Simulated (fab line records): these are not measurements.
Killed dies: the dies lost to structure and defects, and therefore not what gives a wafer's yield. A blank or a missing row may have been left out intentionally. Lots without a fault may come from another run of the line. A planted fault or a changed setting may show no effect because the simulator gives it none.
Struck lot and sound lot, side by side ; flow nand harc ; 14 out of 1159 route steps
Sound: the wafers L888.3, L888.4, L888.5. Struck: wafers L891.1, L891.3, L891.6. At the end, the cause is stated.
For every step that has rows: the tool of each side, followed by ch and its chambers, followed by its first start. Under that, the readings that differ: sound wafers ; struck wafers ; difference of the means ; sigmas: that difference in standard deviations of wafers without a fault.
alike: words and numbers the same on both sides, and readings whose means are apart by under 2 such deviations; not compared: readings that were withheld, readings missing a value for some wafer, numbers with overlapping values and no deviation given by the record, and bounds like >300 which may hide the same value.
A row with sigmas, a row that says differs or no value, or rows on one side alone: a step with any of these is where the two part. Non-overlapping numbers with no deviation appear without sigmas and do not part them. A reading that every wafer of one side lacks parts them only if that side has two wafers or more.

NHARC_A_WL_FILL_STRIP_27: strips in N2/H2, time 20 s.
  sound on plasma asher-01 ch 0,1, day 15 04:59; struck on plasma asher-02 ch 0, day 15 20:49
reading;sound;struck;difference;sigmas
heater power w (W);345 340 347;392 377 384;+40;+2
  alike: drypump motor current A, temp c
  not compared: rf hours counter h
then, 4 steps without rows for these wafers: NHARC_A_WL_FILL_STRIP_28 (strips in post etch residue remover, time 1200 s); NHARC_A_WL_FILL_PRECLEAN_06 (cleans in DIW, time 300 s); NHARC_A_WL_FILL_SRD_07; NHARC_A_WL_FILL_ANNEAL_08 (time 1800 s).
NHARC_A_WL_FILL_ALD_10: deposits SiO2, target thk 50 nm, pulse time 10 s, ald cycles 500.
  sound on ald hk-03 ch 0,2,3, day 15 12:22; struck on ald hk-03 ch 1,3, day 16 02:44
  alike: heater power w, precursor pulse height rel, susceptor temp C
then, 1 step without rows for these wafers: NHARC_A_WL_FILL_ETCHBACK_16 (etches the open film in C4F8/O2/Ar, target depth 88 nm, time 17.6 s).
NHARC_A_WL_FILL_STRIP_29: strips in O2, time 20 s.
  sound on rie diel-05 ch 0,2, day 15 16:36; struck on rie diel-05 ch 0,1, day 16 10:32
  alike: drypump motor current A, oes product au, rf vpp V, showerhead plenum p Torr, throttle valve pct
  not compared: rf hours counter h
NHARC_A_WL_FILL_ETCHBACK_17: etches the open film in Cl2/BCl3, target depth 4 nm, time 26.7 s.
  sound on rie metal-01 ch 0,1, day 15 16:43; struck on rie metal-03 ch 1, day 16 10:38
  alike: drypump motor current A, oes product au
  not compared: rf hours counter h
then, 2 steps without rows for these wafers: NHARC_A_WL_FILL_PRECLEAN_18 (cleans in dHF, time 30 s); NHARC_A_WL_FILL_SRD_21.
NHARC_A_WL_FILL_CVD_23: deposits poly-Si, target thk 40 nm, time 800 s.
  sound on lpcvd poly-01 ch 0, day 15 19:30; struck on lpcvd poly-03 ch 0, day 17 19:05
  alike: spike tc centre C
NHARC_A_WL_FILL_ETCHBACK_26: etches the open film in HBr, target depth 52 nm, time 13.3 s.
  sound on rie si-06 ch 0,2, day 15 22:05; struck on rie si-02 ch 0,1,2, day 17 21:43
  alike: drypump motor current A, oes product au, throttle valve pct
  not compared: rf hours counter h
-- record jumps: 4 days between struck wafers' starts before vs after; left off in module A_WL_FILL, resumes in module END, first step shown is number 1159 of the route --
NHARC_END_SORT_01:
  only the struck wafers appear in the record here, on prober-01 ch 0 at day 21 13:37; the sound ones have no rows

## WHERE THEY PART
At NHARC_A_WL_FILL_STRIP_27 first; at NHARC_END_SORT_01 last (within this record only).

WHY: what had been put in by the simulator
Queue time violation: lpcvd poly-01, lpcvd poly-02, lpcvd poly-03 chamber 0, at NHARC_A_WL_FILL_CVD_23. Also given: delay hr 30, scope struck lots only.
